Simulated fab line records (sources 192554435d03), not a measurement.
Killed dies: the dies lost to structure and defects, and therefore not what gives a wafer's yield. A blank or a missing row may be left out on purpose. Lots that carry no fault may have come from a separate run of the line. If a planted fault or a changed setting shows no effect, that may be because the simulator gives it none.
Split-lot trial -- flow n5Finfet -- 7 lots, 21 wafers read, on a route of 1938 steps

== ABOUT THE SPLIT ==
At N5_WELL_APT_COAT_02 (resist thk 950 nm), the setting spinRpm was moved away from the recipe's 1357 rpm on 9 of the 21 wafers read, by -9.5% to +9.7%. This setting was run at the recipe's value on the other wafers.

The reading is taken at the split's own step.

== THE READING ==
coat_of_WELL_APT_COAT_02.thkNm (the simulator's own value, which no gauge read), in nm, at N5_WELL_APT_COAT_02 (resist thk 950 nm). No usual value for it is given in the file. Here, 12 wafers ran the recipe; their average is 950.4 nm with a standard deviation of 3 nm.

wafer,"tool, chamber at the split","spinRpm as run, rpm",against the recipe,"coat_of_WELL_APT_COAT_02.thkNm, nm",against lot-mates on the recipe
L074.1,"lithoTrack-02, 0",1238,-8.8%,1001,+46.9
L074.3,"lithoTrack-02, 0",1238,-8.8%,999.9,+45.8
L074.5,"lithoTrack-02, 0",1357,recipe,954.1,-
L077.3,"lithoTrack-02, 0",1357,recipe,951.7,-
L077.6,"lithoTrack-02, 0",1357,recipe,951.7,-
L077.4,"lithoTrack-02, 0",1276,-6.0%,979.9,+28.2
L081.4,"lithoTrack-01, 0",1357,recipe,950.9,-
L081.5,"lithoTrack-01, 0",1441,+6.2%,921.8,-28.5
L081.6,"lithoTrack-01, 0",1357,recipe,949.6,-
L083.2,"lithoTrack-03, 0",1228,-9.5%,994.7,+43.8
L083.3,"lithoTrack-03, 0",1357,recipe,950.9,-
L083.6,"lithoTrack-03, 0",1228,-9.5%,999,+48.1
L087.1,"lithoTrack-02, 0",1357,recipe,948.2,-
L087.3,"lithoTrack-02, 0",1357,recipe,945.6,-
L087.4,"lithoTrack-02, 0",1269,-6.5%,979.3,+32.4
L093.2,"lithoTrack-03, 0",1357,recipe,952.3,-
L093.4,"lithoTrack-03, 0",1357,recipe,950,-
L093.6,"lithoTrack-03, 0",1357,recipe,955.4,-
L096.3,"lithoTrack-02, 0",1489,+9.7%,905.8,-39.0
L096.4,"lithoTrack-02, 0",1357,recipe,944.8,-
L096.6,"lithoTrack-02, 0",1489,+9.7%,907.3,-37.5

FIT RESULTS
A straight line over all 21 wafers: coat_of_WELL_APT_COAT_02.thkNm changes by -4.89 nm for each +1% of spinRpm; r = -0.99; the points scatter about the line by 3.5 nm.
The same after taking each lot's own level away (the mean of its wafers on the recipe; 21 wafers): -4.61 nm for each +1%; r = -0.99; scatter 2.8 nm.
On that fit, the largest move of spinRpm shifts the reading by 45 nm.
Across the lots, their own levels run from 944.80 to 954.10 nm, a range of 3.1 times the standard deviation given above.
The two slopes agree, so the slope changes little with the lot-to-lot level.
Check: with one of the wafers moved furthest among these (+9.7%) left out of the fit, the line predicts -44.6 nm for it against its lot-mates. Against them it came out at -39 nm.

== FILE'S OWN FIT ==
coat_of_WELL_APT_COAT_02.thkNm changes by -4.68 nm for each +1% of spinRpm, r = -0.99.
